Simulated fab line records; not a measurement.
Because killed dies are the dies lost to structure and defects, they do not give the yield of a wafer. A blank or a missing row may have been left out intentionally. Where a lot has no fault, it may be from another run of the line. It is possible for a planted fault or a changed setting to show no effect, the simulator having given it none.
Matching of chambers | flow n5Finfet | N5_BEOL_M3_PECVD_72 on pecvd-03: 3 sister chambers
The step deposits SiO2 from TEOS/O2, target thk 16 nm, time 18 s. 6 wafers are shown with their chamber, then 9 later ones without.

WAFERS WITH THEIR CHAMBER
wafer  | chamber | throttleValvePct (%) | showerheadPlenumPTorr (Torr)
L090.2 | 2       | 20.6                 | 8.73
L090.4 | 0       | 22.4                 | 8.83
L090.5 | 1       | 22.0                 | 8.85
L091.1 | 2       | 20.8                 | 8.75
L091.3 | 1       | 21.9                 | 8.85
L091.4 | 0       | 22.4                 | 8.87

WAFERS WITH NO CHAMBER GIVEN
wafer  | throttleValvePct (%) | showerheadPlenumPTorr (Torr)
L093.3 | 22.7                 | 8.86
L093.5 | 20.7                 | 8.74
L093.6 | 22.4                 | 8.87
L079.1 | 21.2                 | 8.74
L079.2 | 22.3                 | 8.85
L079.6 | 20.8                 | 8.77
L096.1 | 21.3                 | 8.77
L096.3 | 22.2                 | 8.85
L096.6 | 22.3                 | 8.86

CHAMBER TAKEN BY EACH
wafer  | from the rows above     | in truth
L093.3 | 0                       | 0
L093.5 | 2                       | 2
L093.6 | 0                       | 0
L079.1 | 2                       | 2
L079.2 | 0                       | 0
L079.6 | 2                       | 2
L096.1 | can't be placed: 2 or 1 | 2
L096.3 | can't be placed: 0 or 1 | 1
L096.6 | 0                       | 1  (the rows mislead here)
Correct placement for 6 of the 9. Can't be placed from these rows: 2 (the true chamber is among the candidates in 2). Placed wrongly: 1.
How it was worked out, from the rows above alone: a wafer's distance from a chamber is the root of the sum, over the readings, of the square of ((its reading less the chamber's mean) divided by the reading's scatter). The wafer belongs to the nearest chamber; if the next one is less than 2 further off, it can't be placed. For every chamber, the mean is computed from those of its wafers that are shown. The scatter is the square root of a quotient: the sum, over the shown wafers, of each reading's squared deviation from its chamber's mean, divided by wafers minus chambers.
